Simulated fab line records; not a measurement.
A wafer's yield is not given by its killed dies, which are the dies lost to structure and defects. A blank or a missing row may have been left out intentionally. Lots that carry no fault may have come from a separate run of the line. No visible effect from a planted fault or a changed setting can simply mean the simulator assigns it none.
fab line records	flow n5Finfet
[record] lots = 7	wafers = 21
route steps=1938 shown BEOL_M11@1587 BEOL_M12@1653 BEOL_M13@1694 BEOL_M14@1770 BEOL_M15@1779
startH: start of the lot's first displayed wafer, in hours after the record's first day	waitH: time in hours since the lot's previous step	" repeats the value in the row above	L1.1+2: several wafers, shown together as one row	- value missing, or start not given	* or withheld: withheld	< > ~ a bound
route shown NAME@n: a module of which the file shows steps, and the number in the route of the first	usual: average and standard deviation across the fault-free wafers	same: alike in all rows	chamber/n: place in a boat	sites: the reading at each site	_std_site: standard deviation across them	_edge_site: inner sites' mean taken away from outer sites' mean	radiusMm: for every site, how far away it sits from the centre of the wafer	mask NAME#n: copy n	behind: the most recent tool/chamber to have shaped the wafer	hold: reason for holding the lot/hours on hold/outcome of the hold	device: the n, p or np transistor that did not switch	end of line: the same wafers' tests at the end of the route	step lacking rows: just its recipe	killed: dies that structure and defects cost at the first sort, which is not the same as the wafer's yield	map: shows each die of a wafer: x if killed, . if not, _ if none is there
set.NAME: the setting as run; set.NAME@STEP: as run at that earlier step	model.NAME: the simulator's own value behind a step, which no gauge read
lots whose settings were changed on purpose; a table a step, a row a wafer
[[steps]]
[step N5_BEOL_M11_CURE_72]
[recipe] tempC = 370	timeS = 120	ambient = DMADMS/He	material = SiCOH_lowk
[usual] lampPowerPct = 52.31/0.05
lot.wafer	tool	chamber	startH	waitH	set.timeS	lampPowerPct
L075.1	uvCure-03	1	249.74	0.0	120	52.35
L075.3	"	1	"	"	128.4	51.94
L075.4	"	1	"	"	120	52.21
L083.1	uvCure-03	2	289.30	0.0	143.4	52.29
L083.3	"	2	"	"	120	52.28
L083.4	"	2	"	"	143.4	52.31
L085.1	uvCure-02	1	300.55	0.0	120	52.33
L085.3	"	1	"	"	142.3	51.37
L085.4	"	1	"	"	120	52.36
L088.1	uvCure-03	2	331.94	0.0	120	52.31
L088.3	"	2	"	"	144.4	51.29
L088.6	"	2	"	"	144.4	51.28
L091.1	uvCure-02	0	368.81	0.0	120	52.35
L091.4	"	0	"	"	120	52.27
L091.5	"	0	"	"	120	52.27
L095.3	uvCure-03	1	399.10	0.1	120	52.41
L095.4	"	1	"	"	112.8	52.28
L095.6	"	1	"	"	120	52.33
L096.1	uvCure-03	1	399.45	0.0	120	52.26
L096.5	"	1	"	"	120	52.33
L096.6	"	1	"	"	120	52.31
[step N5_BEOL_M11_DEGAS_44]
[recipe] ambient = vacuum	tempC = 250	timeS = 60
[step N5_BEOL_M11_PRE_CLEAN_45]
[recipe] gas = H2/He	timeS = 30	tempC = 250
[step N5_BEOL_M11_ECD_50]
[recipe] material = Cu	targetThkA = 3180
[step N5_BEOL_M11_ANNEAL_51]
[recipe] tempC = 225	timeS = 90	ambient = N2
[step N5_BEOL_M11_CMP_52]
[recipe] stopOn = SiCOH_lowk	tOverpolishS = 7	downForcePsi = 1	platenRpm = 50	clearingPlatenDownForcePsi = 1.5	clearingPlatenRpm = 50	postCmpClean = cuAlkaline	targetThkNm = 140	clearingPlatenPadVelocityMS = 0.99484	padVelocityMS = 0.99484
lot.wafer	tool	chamber	startH	waitH	set.timeS@BEOL_M11_TRENCH_ETCH_37	model.Cu_of_BEOL_M11_ECD_50.thkNm
L075.1	cmp-02	3	251.94	0.3	48	138.2
L075.3	"	1	"	"	48	132.6
L075.4	"	2	"	"	48	142
L083.1	cmp-03	3	291.74	0.3	54.35	160.4
L083.3	"	0	"	"	54.35	155
L083.4	"	1	"	"	48	138
L085.4	cmp-03	0	302.43	0.2	48	139
L085.3	"	1	"	"	48	140
L085.1	"	2	"	"	48	137.2
L088.3	cmp-03	0	334.46	0.2	41	117.8
L088.1	"	2	"	"	48	142.4
L088.6	"	0	"	"	41	121.2
L091.4	cmp-04	3	370.97	0.2	48	136.4
L091.1	"	0	"	"	48	139.2
L091.5	"	3	"	"	48	140.6
L095.3	cmp-02	3	402.57	0.2	48	142.4
L095.4	"	0	"	"	54.52	161.2
L095.6	"	3	"	"	48	143.4
L096.1	cmp-02	3	403.35	0.3	48	140.2
L096.6	"	3	"	"	48	140.4
L096.5	"	0	"	"	48	136.4
[step N5_BEOL_M11_THK_MEAS_53]
[recipe] thkMeasGauge = xrf	reads = Cu_of_BEOL_M11_ECD_50
[usual] M11_THK = 139/3.3
lot.wafer	tool	chamber	startH	waitH	set.timeS@BEOL_M11_TRENCH_ETCH_37	M11_THK[nm]
L075.1	filmMetro-01	-	252.24	-	48	138
L075.3	"	-	"	"	48	133
L075.4	"	-	"	"	48	142
L083.1	filmMetro-02	-	292.03	-	54.35	162
L083.3	"	-	"	"	54.35	156
L083.4	"	-	"	"	48	139
L085.1	filmMetro-01	-	302.68	-	48	137
L085.3	"	-	"	"	48	139
L085.4	"	-	"	"	48	139
L088.1	filmMetro-02	-	334.71	-	48	141
L088.3	"	-	"	"	41	117
L088.6	"	-	"	"	41	120
L091.1	filmMetro-02	-	371.23	-	48	138
L091.4	"	-	"	"	48	134
L091.5	"	-	"	"	48	139
L095.3	filmMetro-02	-	402.82	-	48	141
L095.4	"	-	"	"	54.52	160
L095.6	"	-	"	"	48	142
L096.1	filmMetro-01	-	403.64	-	48	140
L096.5	"	-	"	"	48	136
L096.6	"	-	"	"	48	140
[step N5_BEOL_M11_PRE_CLEAN_55]
[recipe] gas = NH3	timeS = 15	tempC = withheld	rfPowerW = 300
[step N5_BEOL_M11_DEP_56]
[recipe] material = SiCN	targetThkA = 300	tempC = withheld	precursor = 3MS/NH3	pressureTorr = 3	rfW = 675	timeS = 10.5
[step N5_BEOL_M11_RS_MEAS_57]
[recipe] thkMeasGauge = four-point-probe	reads = Cu_of_BEOL_M11_ECD_50+Co_of_BEOL_M11_CVD_75+TaN_of_BEOL_M11_ALD_74
[usual] M11_RS = 0.152/0.0039
lot.wafer	tool	chamber	startH	waitH	set.timeS@BEOL_M11_TRENCH_ETCH_37	M11_RS[ohm/sq]
L075.1	filmMetro-01	-	252.36	0.0	48	0.153
L075.3	"	-	"	"	48	0.160
L075.4	"	-	"	"	48	0.149
L083.1	filmMetro-01	-	292.15	0.0	54.35	0.130
L083.3	"	-	"	"	54.35	0.135
L083.4	"	-	"	"	48	0.153
L085.1	filmMetro-01	-	302.81	0.0	48	0.154
L085.3	"	-	"	"	48	0.151
L085.4	"	-	"	"	48	0.152
L088.1	filmMetro-02	-	334.84	0.0	48	0.148
L088.3	"	-	"	"	41	0.183
L088.6	"	-	"	"	41	0.177
L091.1	filmMetro-02	-	371.35	0.0	48	0.152
L091.4	"	-	"	"	48	0.155
L091.5	"	-	"	"	48	0.150
L095.3	filmMetro-01	-	402.98	0.0	48	0.148
L095.4	"	-	"	"	54.52	0.129
L095.6	"	-	"	"	48	0.147
L096.1	filmMetro-01	-	403.77	0.0	48	0.151
L096.5	"	-	"	"	48	0.155
L096.6	"	-	"	"	48	0.151
[step N5_BEOL_M12_CMP_49]
[recipe] stopOn = SiOC	tOverpolishS = 20.6	downForcePsi = 1	platenRpm = 50	clearingPlatenDownForcePsi = 1.5	clearingPlatenRpm = 50	postCmpClean = cuAlkaline	targetThkNm = 320	clearingPlatenPadVelocityMS = 0.99484	padVelocityMS = 0.99484
[usual] barrierFieldEndpointS = 30.3/0.71
lot.wafer	tool	chamber	startH	waitH	set.downForcePsi	barrierFieldEndpointS
L075.4	cmp-03	3	257.37	0.3	1	30.4
L075.1	"	0	"	"	1	30.6
L075.3	"	1	"	"	1	31.0
L083.1	cmp-04	0	301.85	0.3	0.9129	31.9
L083.3	"	1	"	"	1	29.1
L083.4	"	2	"	"	1	29.4
L085.3	cmp-01	3	310.78	0.2	1	30.8
L085.1	"	1	"	"	0.7821	39.8
L085.4	"	2	"	"	0.7821	38.6
L088.3	cmp-03	0	339.48	0.2	1	30.0
L088.1	"	1	"	"	1	30.2
L088.6	"	3	"	"	1	30.1
L091.1	cmp-03	0	374.99	0.3	0.8877	35.0
L091.4	"	1	"	"	1	30.6
L091.5	"	0	"	"	1	30.7
L095.3	cmp-01	0	409.36	0.3	1	29.7
L095.4	"	1	"	"	1	30.6
L095.6	"	3	"	"	1	30.3
L096.1	cmp-03	3	409.41	0.3	1	30.7
L096.5	"	2	"	"	1	29.6
L096.6	"	3	"	"	1	29.7
[step N5_BEOL_M13_ETCH_68]
[recipe] chemistry = N2/H2	target = SOC	maskMaterial = SiARC	sourceW = 3000	biasW = 350	tempC = 40	timeS = 355	ionEnergyEv = 200	pressureMtorr = 30	n2FlowSccm = 200	h2FlowSccm = 200
lot.wafer	tool	chamber	startH	waitH	set.timeS	model.SiARC_of_BEOL_M13_COAT_66.thkNm
L075.1	rieDiel-01	3	259.51	0.1	355	76.8
L075.3	"	0	"	"	323	79.2
L075.4	"	1	"	"	355	76
L083.1	rieDiel-03	2	304.09	0.1	355	76.4
L083.3	"	3	"	"	355	76
L083.4	"	0	"	"	355	76.6
L085.1	rieDiel-01	2	313.41	0.1	319.7	80.8
L085.3	"	1	"	"	319.7	80.6
L085.4	"	0	"	"	355	77.6
L088.1	rieDiel-01	0	341.70	0.1	319	80.2
L088.3	"	1	"	"	319	79.6
L088.6	"	2	"	"	355	76.8
L091.1	rieDiel-01	2	377.30	0.1	355	77.4
L091.4	"	0	"	"	307.6	82.4
L091.5	"	0	"	"	307.6	81.8
L095.3	rieDiel-01	2	411.66	0.1	355	77.2
L095.4	"	3	"	"	414.9	71.8
L095.6	"	2	"	"	355	76.6
L096.1	rieDiel-02	3	411.82	0.1	355	77.2
L096.5	"	0	"	"	355	76.8
L096.6	"	3	"	"	355	77
[step N5_BEOL_M13_TRENCH_ETCH_34]
[recipe] chemistry = C4F8/O2/Ar	target = SiOC	targetDepthA = 4134.7	maskMaterial = SOC	pressureMtorr = 30	sourceW = 3000	biasW = 700	Ar_flow_sccm = 400	C4F8_flow_sccm = 15	O2_flow_sccm = 8	heInnerTorr = 15	heOuterTorr = 30	timeS = 162.6	ionEnergyEv = 250
lot.wafer	tool	chamber	startH	waitH	set.timeS	model.etch.depthNm
L075.1	rieDiel-01	3	259.73	0.0	162.6	416.9
L075.3	"	0	"	"	162.6	416.3
L075.4	"	1	"	"	162.6	420.7
L083.1	rieDiel-03	2	304.31	0.0	162.6	410.4
L083.3	"	3	"	"	162.6	416.5
L083.4	"	0	"	"	162.6	411.4
L085.1	rieDiel-01	2	313.63	0.0	134.8	343.7
L085.3	"	1	"	"	134.8	343.5
L085.4	"	0	"	"	162.6	412.7
L088.1	rieDiel-01	0	341.92	0.0	162.6	404
L088.3	"	1	"	"	162.6	412.6
L088.6	"	2	"	"	162.6	408.5
L091.1	rieDiel-01	2	377.52	0.0	162.6	410.9
L091.4	"	0	"	"	162.6	408.3
L091.5	"	0	"	"	171.9	432.7
L095.3	rieDiel-01	2	411.88	0.0	162.6	418.4
L095.4	"	3	"	"	148.7	380.4
L095.6	"	2	"	"	148.7	380.1
L096.1	rieDiel-02	3	412.05	0.0	162.6	416.4
L096.5	"	0	"	"	162.6	428.3
L096.6	"	3	"	"	162.6	421.2
[step N5_BEOL_M13_STRIP_70]
[recipe] chemistry = C4F8/O2/Ar	resist = SiARC	rfFrequencyHz = 6e+07
[step N5_BEOL_M13_OCD_MEAS_35]
[usual] trenchDepthNm = 413/6.3
lot.wafer	tool	chamber	startH	waitH	set.timeS@BEOL_M13_TRENCH_ETCH_34	trenchDepthNm
L075.1	ocd-01	-	259.91	0.0	162.6	417
L075.3	"	-	"	"	162.6	416
L075.4	"	-	"	"	162.6	420
L083.1	ocd-02	-	304.48	0.0	162.6	410
L083.3	"	-	"	"	162.6	417
L083.4	"	-	"	"	162.6	411
L085.1	ocd-01	-	313.80	0.0	134.8	343
L085.3	"	-	"	"	134.8	343
L085.4	"	-	"	"	162.6	413
L088.1	ocd-01	-	342.10	0.0	162.6	404
L088.3	"	-	"	"	162.6	413
L088.6	"	-	"	"	162.6	409
L091.1	ocd-01	-	377.69	0.0	162.6	410
L091.4	"	-	"	"	162.6	408
L091.5	"	-	"	"	171.9	433
L095.3	ocd-01	-	412.06	0.0	162.6	419
L095.4	"	-	"	"	148.7	380
L095.6	"	-	"	"	148.7	380
L096.1	ocd-02	-	412.22	0.0	162.6	417
L096.5	"	-	"	"	162.6	428
L096.6	"	-	"	"	162.6	421
[step N5_BEOL_M13_STRIP_37]
[recipe] chemistry = N2/H2	powerW = 1000	tempC = 250	h2Frac = 0.65	overashFraction = 0.3	pressureMtorr = withheld	n2FlowSccm = 1750	h2FlowSccm = 3250
[step N5_BEOL_M13_ETCH_38]
[recipe] chemistry = CF4/N2	target = SiCN	targetDepthA = 675	taperDeg = 2	timeS = 71.9	ionEnergyEv = 150	maskMaterial = SiO2	pressureMtorr = 40	sourceW = 430	biasW = 70	Ar_flow_sccm = 100	cf4FlowSccm = 60	n2FlowSccm = 60
[step N5_BEOL_M13_ECD_47]
[recipe] material = Cu	targetThkA = 9360
[step N5_BEOL_M13_ANNEAL_48]
[recipe] tempC = 225	timeS = 90	ambient = N2
[step N5_BEOL_M13_CMP_49]
[recipe] stopOn = SiOC	tOverpolishS = 17.1	downForcePsi = 1	platenRpm = 50	clearingPlatenDownForcePsi = 1.5	clearingPlatenRpm = 50	postCmpClean = cuAlkaline	targetThkNm = 420	clearingPlatenPadVelocityMS = 0.99484	padVelocityMS = 0.99484
lot.wafer	tool	chamber	startH	waitH	set.timeS@BEOL_M13_TRENCH_ETCH_34	model.Cu_of_BEOL_M13_ECD_47.thkNm
L075.1	cmp-02	2	261.19	0.3	162.6	423.8
L075.4	"	3	"	"	162.6	427.6
L075.3	"	0	"	"	162.6	421.2
L083.3	cmp-01	3	310.16	0.2	162.6	425
L083.1	"	0	"	"	162.6	416.8
L083.4	"	1	"	"	162.6	419.6
L085.1	cmp-02	1	316.43	0.3	134.8	349.8
L085.3	"	3	"	"	134.8	350.8
L085.4	"	0	"	"	162.6	419.4
L088.1	cmp-02	3	344.79	0.3	162.6	410.8
L088.3	"	1	"	"	162.6	418.6
L088.6	"	3	"	"	162.6	416
L091.4	cmp-02	1	381.89	0.1	162.6	413.4
L091.1	"	0	"	"	162.6	416.2
L091.5	"	1	"	"	171.9	438
L095.4+6	cmp-04	1	414.30	0.1	148.7	386.6
L095.3	"	0	"	"	162.6	425
L096.1	cmp-02	2	419.97	0.3	162.6	422.6
L096.6	"	0	"	"	162.6	426.6
L096.5	"	1	"	"	162.6	433.8
[step N5_BEOL_M13_THK_MEAS_50]
[recipe] thkMeasGauge = xrf	reads = Cu_of_BEOL_M13_ECD_47
[usual] M13_THK = 419/7.2
lot.wafer	tool	chamber	startH	waitH	set.timeS@BEOL_M13_TRENCH_ETCH_34	M13_THK[nm]
L075.1	filmMetro-02	-	261.48	-	162.6	425
L075.3	"	-	"	"	162.6	420
L075.4	"	-	"	"	162.6	427
L083.1	filmMetro-02	-	310.42	-	162.6	410
L083.3	"	-	"	"	162.6	421
L083.4	"	-	"	"	162.6	413
L085.1	filmMetro-02	-	316.72	-	134.8	347
L085.3	"	-	"	"	134.8	348
L085.4	"	-	"	"	162.6	416
L088.1	filmMetro-02	-	345.05	-	162.6	412
L088.3	"	-	"	"	162.6	419
L088.6	"	-	"	"	162.6	417
L091.1	filmMetro-01	-	382.19	-	162.6	413
L091.4	"	-	"	"	162.6	411
L091.5	"	-	"	"	171.9	438
L095.3	filmMetro-02	-	414.59	-	162.6	423
L095.4	"	-	"	"	148.7	383
L095.6	"	-	"	"	148.7	384
L096.1	filmMetro-01	-	420.19	-	162.6	422
L096.5	"	-	"	"	162.6	435
L096.6	"	-	"	"	162.6	428
[step N5_BEOL_M13_PRE_CLEAN_52]
[recipe] gas = NH3	timeS = 15	tempC = withheld	rfPowerW = 300
[step N5_BEOL_M13_DEP_53]
[recipe] material = SiCN	targetThkA = 500	tempC = withheld	precursor = 3MS/NH3	pressureTorr = 3	rfW = 675	timeS = 17.8
[step N5_BEOL_M13_RS_MEAS_54]
[recipe] thkMeasGauge = four-point-probe	reads = Cu_of_BEOL_M13_ECD_47+Ta_of_BEOL_M13_SPUTTER_44+TaN_of_BEOL_M13_SPUTTER_43
[usual] M13_RS = 0.0450/0.0007
lot.wafer	tool	chamber	startH	waitH	set.timeS@BEOL_M13_TRENCH_ETCH_34	M13_RS[ohm/sq]
L075.1	filmMetro-02	-	261.61	0.0	162.6	0.0444
L075.3	"	-	"	"	162.6	0.0449
L075.4	"	-	"	"	162.6	0.0441
L083.1	filmMetro-02	-	310.55	0.0	162.6	0.0454
L083.3	"	-	"	"	162.6	0.0444
L083.4	"	-	"	"	162.6	0.0450
L085.1	filmMetro-01	-	316.85	0.0	134.8	0.0545
L085.3	"	-	"	"	134.8	0.0544
L085.4	"	-	"	"	162.6	0.0451
L088.1	filmMetro-02	-	345.18	0.0	162.6	0.0460
L088.3	"	-	"	"	162.6	0.0451
L088.6	"	-	"	"	162.6	0.0454
L091.1	filmMetro-02	-	382.32	0.0	162.6	0.0454
L091.4	"	-	"	"	162.6	0.0457
L091.5	"	-	"	"	171.9	0.0430
L095.3	filmMetro-01	-	414.72	0.1	162.6	0.0443
L095.4	"	-	"	"	148.7	0.0490
L095.6	"	-	"	"	148.7	0.0489
L096.1	filmMetro-01	-	420.32	0.0	162.6	0.0448
L096.5	"	-	"	"	162.6	0.0434
L096.6	"	-	"	"	162.6	0.0443
[step N5_BEOL_M14_DEP_53]
[recipe] material = SiCN	targetThkA = 500	tempC = withheld	precursor = 3MS/NH3	pressureTorr = 3	rfW = 675	timeS = 17.8
lot.wafer	tool	chamber	startH	waitH	set.timeS	model.SiCN_of_BEOL_M14_DEP_53.thkNm
L075.1	pecvd-01	2	267.67	0.0	17.8	49.6
L075.3	"	1	"	"	17.8	49.8
L075.4	"	0	"	"	19.7	55.4
L083.1	pecvd-04	1	315.70	0.0	17.8	49.4
L083.3	"	2	"	"	17.8	49.6
L083.4	"	0	"	"	17.01	47.6
L085.1+3	pecvd-03	2,0	322.42	0.0	16.89	46.8
L085.4	"	1	"	"	16.89	47.8
L088.1	pecvd-03	0	350.19	0.0	17.8	49.4
L088.3	"	1	"	"	17.8	49.2
L088.6	"	1	"	"	17.8	50
L091.1	pecvd-01	2	389.33	0.0	17.8	49.2
L091.4	"	1	"	"	17.8	50.4
L091.5	"	2	"	"	17.8	49.8
L095.3	pecvd-01	1	419.81	0.0	19.72	54
L095.4	"	2	"	"	19.72	55
L095.6	"	1	"	"	17.8	49.2
L096.1	pecvd-04	2	425.45	0.0	17.8	50.4
L096.5	"	2	"	"	17.8	51.2
L096.6	"	0	"	"	17.8	50.2
[step N5_BEOL_M15_EXPOSE_07]
[recipe] maskId = V14	na = 0.8	sourceShape = annular	sigmaInner = 0.5	sigmaOuter = 0.8	polarization = unpolarized	attpsmPhaseDeg = 180	doseMj = 41.25
lot.wafer	tool	chamber	startH	waitH	mask	set.doseMj
L075.1	krfScanner-02	0	268.20	-	V14#0	43.45
L075.3+4	"	0	"	"	V14#0	41.25
L083.1+3+4	krfScanner-01	0	316.21	-	V14#0	41.25
L085.1	krfScanner-01	0	323.05	-	V14#0	40.25
L085.3+4	"	0	"	"	V14#0	41.25
L088.1+6	krfScanner-02	0	350.70	-	V14#0	41.25
L088.3	"	0	"	"	V14#0	38.53
L091.1	krfScanner-01	0	389.98	-	V14#0	41.25
L091.4+5	"	0	"	"	V14#0	43.29
L095.3+4+6	krfScanner-02	0	420.45	-	V14#0	41.25
L096.1+5+6	krfScanner-02	0	425.97	-	V14#0	41.25
[step N5_BEOL_M15_PEB_08]
[recipe] pebTempC = 130	pebTimeS = 90
[step N5_BEOL_M15_DEVELOP_09]
[recipe] developTimeS = 45	rinseLiquid = diw	dry = airSpin	devTempC = 21
[step N5_BEOL_M15_HARDBAKE_14]
[recipe] tempC = 130	timeS = 120
[step N5_BEOL_M15_CD_MEAS_10]
[recipe] targetCdNm = 360	landingEnergyEv = 500	detector = seInlens	polarity = opening
[usual] cdNm = 359.8/1.4
lot.wafer	tool	chamber	startH	waitH	set.doseMj@BEOL_M15_EXPOSE_07	cdNm
L075.1	cdSem-03	0	268.37	-	43.45	367.7
L075.3	"	0	"	"	41.25	361.6
L075.4	"	0	"	"	41.25	358.0
L083.1	cdSem-02	0	316.38	-	41.25	359.8
L083.3	"	0	"	"	41.25	362.2
L083.4	"	0	"	"	41.25	361.0
L085.1	cdSem-03	0	323.23	-	40.25	353.7
L085.3	"	0	"	"	41.25	360.7
L085.4	"	0	"	"	41.25	362.3
L088.1	cdSem-03	0	350.88	-	41.25	358.5
L088.3	"	0	"	"	38.53	348.0
L088.6	"	0	"	"	41.25	359.3
L091.1	cdSem-01	0	390.15	-	41.25	360.3
L091.4	"	0	"	"	43.29	367.0
L091.5	"	0	"	"	43.29	367.3
L095.3	cdSem-02	0	420.61	-	41.25	361.0
L095.4	"	0	"	"	41.25	360.7
L095.6	"	0	"	"	41.25	359.8
L096.1	cdSem-02	0	426.15	-	41.25	359.0
L096.5	"	0	"	"	41.25	361.4
L096.6	"	0	"	"	41.25	358.7
[step N5_BEOL_M15_STRIP_65]
[recipe] chemistry = postEtchResidueRemover	timeS = 60	tempC = 25	removerPh = withheld	removerWaterWtPct = withheld	removerFluorideWtPct = withheld
[step N5_BEOL_M15_SRD_66]
[recipe] timeS = 30	tempC = 23	rinseLiquid = diw	dry = n2Spin	spinRpm = 1500	dryTimeS = 30
[step N5_BEOL_M15_CD_MEAS_17]
[recipe] targetCdNm = 360	polarity = opening
[usual] cdNm = 361.4/1.8
lot.wafer	tool	chamber	startH	waitH	set.doseMj@BEOL_M15_EXPOSE_07	cdNm
L075.1	cdSem-03	-	269.17	0.0	43.45	370.2
L075.3	"	-	"	"	41.25	364.7
L075.4	"	-	"	"	41.25	360.2
L083.1	cdSem-02	-	316.97	0.0	41.25	360.8
L083.3	"	-	"	"	41.25	364.3
L083.4	"	-	"	"	41.25	364.0
L085.1	cdSem-01	-	323.81	0.0	40.25	354.4
L085.3	"	-	"	"	41.25	364.4
L085.4	"	-	"	"	41.25	363.6
L088.1	cdSem-01	-	351.47	0.0	41.25	359.6
L088.3	"	-	"	"	38.53	348.7
L088.6	"	-	"	"	41.25	361.2
L091.1	cdSem-03	-	390.74	0.0	41.25	361.5
L091.4	"	-	"	"	43.29	367.3
L091.5	"	-	"	"	43.29	367.3
L095.3	cdSem-03	-	421.21	0.0	41.25	361.1
L095.4	"	-	"	"	41.25	362.4
L095.6	"	-	"	"	41.25	359.2
L096.1	cdSem-01	-	426.73	0.0	41.25	360.1
L096.5	"	-	"	"	41.25	363.2
L096.6	"	-	"	"	41.25	358.7
[[key]]
[split] step = N5_BEOL_M11_CURE_72	setting = timeS	stated = 120	by = wafer
[response] step = N5_BEOL_M11_CURE_72	reading = lampPowerPct	shape = bent	atLowest = *	atStated = *	atHighest = *
[split] step = N5_BEOL_M12_CMP_49	setting = downForcePsi	stated = 1	by = wafer
[response] step = N5_BEOL_M12_CMP_49	reading = barrierFieldEndpointS	change = -0.377	per = 1%	r = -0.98
[split] step = N5_BEOL_M13_ETCH_68	setting = timeS	stated = 355	by = wafer
[response] step = N5_BEOL_M13_ETCH_68	reading = model.SiARC_of_BEOL_M13_COAT_66.thkNm	change = -0.317	per = 1%	r = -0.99
[split] step = N5_BEOL_M13_TRENCH_ETCH_34	setting = timeS	stated = 162.6	by = wafer
[response] step = N5_BEOL_M13_TRENCH_ETCH_34	reading = model.etch.depthNm	change = +4.12	per = 1%	r = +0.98
[response] step = N5_BEOL_M13_OCD_MEAS_35	reading = trenchDepthNm	change = +4.16	per = 1%	r = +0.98
[response] step = N5_BEOL_M13_CMP_49	reading = model.Cu_of_BEOL_M13_ECD_47.thkNm	change = +4.13	per = 1%	r = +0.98
[response] step = N5_BEOL_M13_THK_MEAS_50	reading = M13_THK	change = +4.18	per = 1%	r = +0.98
[response] step = N5_BEOL_M13_RS_MEAS_54	reading = M13_RS	change = -0.000535	per = 1%	r = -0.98
[split] step = N5_BEOL_M14_DEP_53	setting = timeS	stated = 17.8	by = wafer
[response] step = N5_BEOL_M14_DEP_53	reading = model.SiCN_of_BEOL_M14_DEP_53.thkNm	change = +0.506	per = 1%	r = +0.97
[split] step = N5_BEOL_M15_EXPOSE_07	setting = doseMj	stated = 41.25	by = wafer
[response] step = N5_BEOL_M15_CD_MEAS_10	reading = cdNm	change = +1.63	per = 1%	r = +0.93
[response] step = N5_BEOL_M15_CD_MEAS_17	reading = cdNm	change = +1.67	per = 1%	r = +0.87
split outsideThisFile step=N5_BEOL_M11_TRENCH_ETCH_37 setting=timeS
// split outsideThisFile: this setting was split too, and the file shows its column; the key of that split is in another file
